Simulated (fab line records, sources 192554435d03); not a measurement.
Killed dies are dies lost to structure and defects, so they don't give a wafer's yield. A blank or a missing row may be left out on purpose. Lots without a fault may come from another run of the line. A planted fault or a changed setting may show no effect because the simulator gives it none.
Chamber matching | flow n5_finfet | N5_HKMG_FIN_CMP_94 on cmp-02: 4 sister chambers
The step polishes, stops on SiNx, t overpolish 4.7 s, target thk 43.299 nm. 22 wafers are shown with their chamber, then 11 later ones without.

WAFERS WITH THEIR CHAMBER
wafer  | chamber | motor_current_A (A)
L074.2 | 2       | 11.9
L074.3 | 1       | 13.2
L074.4 | 3       | 11.7
L075.1 | 0       | 10.4
L075.3 | 3       | 11.5
L075.5 | 0       | 10.8
L076.1 | 2       | 11.9
L076.2 | 1       | 12.5
L076.5 | 1       | 12.0
L078.3 | 1       | 12.2
L078.5 | 0       | 10.1
L078.6 | 3       | 11.8
L079.1 | 0       | 10.3
L079.4 | 1       | 13.1
L079.6 | 3       | 11.4
L081.1 | 1       | 13.1
L081.2 | 3       | 11.7
L081.3 | 2       | 11.9
L082.1 | 0       | 10.4
L082.3 | 2       | 12.5
L082.6 | 1       | 12.1
L084.3 | 3       | 11.8

SIGNATURES (means of the wafers above)
reading         | chamber 0 | chamber 1 | chamber 2 | chamber 3 | scatter within a chamber
motor_current_A | 10.400    | 12.600    | 12.050    | 11.650    | 0.358
Rule: a wafer's distance from a chamber is the root of the sum, over the readings, of the square of ((its reading less the chamber's mean) divided by the reading's scatter). The wafer belongs to the nearest chamber; if the next one is less than 2 further off, it can't be placed. The scatter: the root of (the sum of the squares of (reading less its chamber's mean) over the shown wafers, divided by (wafers less chambers)).

WAFERS WITHOUT THEIR CHAMBER
wafer  | motor_current_A (A)
L084.5 | 12.3
L084.6 | 12.2
L087.2 | 11.9
L087.3 | 12.2
L087.4 | 10.3
L091.2 | 11.7
L091.4 | 10.7
L091.5 | 12.9
L093.1 | 12.1
L093.3 | 12.4
L093.5 | 10.6

WHICH CHAMBER EACH WENT THROUGH
wafer  | from the rows above          | in truth
L084.5 | can't be placed: 2 or 1 or 3 | 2
L084.6 | can't be placed: 2 or 1 or 3 | 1
L087.2 | can't be placed: 2 or 3 or 1 | 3
L087.3 | can't be placed: 2 or 1 or 3 | 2
L087.4 | 0                            | 0
L091.2 | can't be placed: 3 or 2      | 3
L091.4 | can't be placed: 0 or 3      | 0
L091.5 | can't be placed: 1 or 2      | 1
L093.1 | can't be placed: 2 or 3 or 1 | 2
L093.3 | can't be placed: 1 or 2 or 3 | 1
L093.5 | 0                            | 0
Placed correctly: 2 of 11. Can't be placed from these rows: 9 (the true chamber is among the candidates in 9). Placed wrongly: 0.
